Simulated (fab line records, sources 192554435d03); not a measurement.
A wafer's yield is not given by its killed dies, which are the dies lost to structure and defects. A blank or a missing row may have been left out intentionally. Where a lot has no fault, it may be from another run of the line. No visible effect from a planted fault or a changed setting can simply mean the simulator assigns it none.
Struck lot and sound lot, side by side :: flow n5_finfet :: 16 steps out of a route of 1938
Sound: the wafers L659.1, L659.2, L659.5. Struck: wafer L664.2; the same lot's L664.6 was not struck, so it is left out; see the end for the cause.
Each step with rows lists, per side, the tool, then ch with its chambers, then its first start. Under that, the readings that differ: sound wafers :: struck wafers :: difference of the means :: sigmas: that difference in standard deviations of wafers without a fault.
alike: readings with means less than 2 such deviations apart, plus words and numbers identical on both sides. not compared: withheld readings, readings lacking a value on some wafer, bounds such as >300 that could conceal the same value, and numbers that have no deviation in the record and whose values overlap.
The two part at a step that has a row with sigmas, a row that says differs or no value, or rows on one side only. When numbers do not overlap yet have no deviation, they are printed without sigmas and do not part them. A reading missing from all wafers of one side parts the sides only when that side holds two or more wafers.

first, 8 steps without rows for these wafers: N5_HKMG_FIN_COAT_41 (time 60 s, resist thk 300 nm); N5_HKMG_FIN_COAT_42 (time 60 s, resist thk 35 nm); N5_HKMG_FIN_COAT_43 (resist thk 90 nm); N5_HKMG_FIN_EBR_45; N5_HKMG_FIN_SOFTBAKE_44 (time 60 s); N5_HKMG_FIN_EXPOSE_46 (exposes mask NDIPOLE); N5_HKMG_FIN_PEB_47 (peb time 60 s); N5_HKMG_FIN_DEVELOP_48 (develop time 30 s).
N5_HKMG_FIN_CD_MEAS_49: the cd target is 202 nm.
  sound on cd_sem-02 ch 0, day 4 07:18; struck on cd_sem-02 ch 0, day 5 14:04
  alike: cd_nm
N5_HKMG_FIN_OVL_MEAS_50:
  sound on overlay-01 ch 0, day 4 07:20; struck on overlay-02 ch 0, day 5 14:06
  alike: NDIPOLE_OVL
N5_HKMG_FIN_INSPECT_61: inspects for defects (macro).
  sound: defect_inspect-01 at day 4 07:21; struck: defect_inspect-02 at day 5 14:07
  alike: raw_defect_count
N5_HKMG_FIN_DESCUM_53: chemistry O2, time 7.9 s.
  sound on rie_diel-02 ch 0,2, day 4 07:23; struck on rie_diel-04 ch 3, day 5 14:27
  alike: drypump_motor_current_A, oes_product_au, rf_vpp_V, showerhead_plenum_p_Torr, throttle_valve_pct
  not compared: rf_hours_counter_h
N5_HKMG_FIN_ETCH_54: etches SiARC in CF4, target depth 45.5 nm, time 75.8 s.
  sound on rie_diel-02 ch 0,2, day 4 07:25; struck on rie_diel-04 ch 3, day 5 14:29
reading: etch_rf_on_time_s (s)
sound: 75 73 72
struck: 48
difference: -25
sigmas: -7
  alike: drypump_motor_current_A, oes_product_au, rf_vpp_V, showerhead_plenum_p_Torr, throttle_valve_pct
  not compared: rf_hours_counter_h
N5_HKMG_FIN_ETCH_55: etches SOC in N2/H2, target depth 240 nm, time 300 s.
  sound on rie_diel-02 ch 0,2, day 4 07:28; struck on rie_diel-04 ch 3, day 5 14:32
reading: throttle_valve_pct (%)
sound: 17.51 17.74 17.73
struck: 18.21
difference: +0.55
sigmas: +2
  alike: drypump_motor_current_A, oes_product_au, rf_vpp_V, showerhead_plenum_p_Torr
  not compared: rf_hours_counter_h
-- a jump in the record: the struck wafers' starts before and after are 6 days apart (it breaks off in module HKMG_FIN and resumes in module BEOL_M4, where the first step shown is number 1111 of the route) --
N5_BEOL_M4_RC_MEAS_101:
  sound on prober-01 ch 0, day 8 18:06; struck on prober-02 ch 0, day 11 09:08
  alike: DIBL_N, DIBL_P, IOFF_N, IOFF_P, ION_N, ION_P, SS_N, SS_P, VT_N, VT_P
-- record jumps: 4 days separate the struck wafers' starts on either side; left off in module BEOL_M4, taken up again in module PASSIVATION, whose first shown step is the route's number 1936 --
N5_PASSIVATION_PROBE_49:
  sound: prober-01 at day 13 04:06; struck: prober-02 at day 15 18:50
reading: killed_at_M4_up
sound: 9 3 10
struck: 24
difference: +17
sigmas: +3
  alike: defect_limited_yield, killed_at_M0_to_M3, killed_at_contacts, killed_at_front_end, killed_at_other, killed_dies, killed_open, killed_short, sort_bin_5_function, sort_bin_6_memory, sort_bin_8_speed, sort_n_pass, sort_yield_pct

WHERE THEY PART
First at N5_HKMG_FIN_ETCH_54; last, within this record, at N5_PASSIVATION_PROBE_49.

WHY: the cause the simulator had injected
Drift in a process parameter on rie_diel-04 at N5_HKMG_FIN_ETCH_54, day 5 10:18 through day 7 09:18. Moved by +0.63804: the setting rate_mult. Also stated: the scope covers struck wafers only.
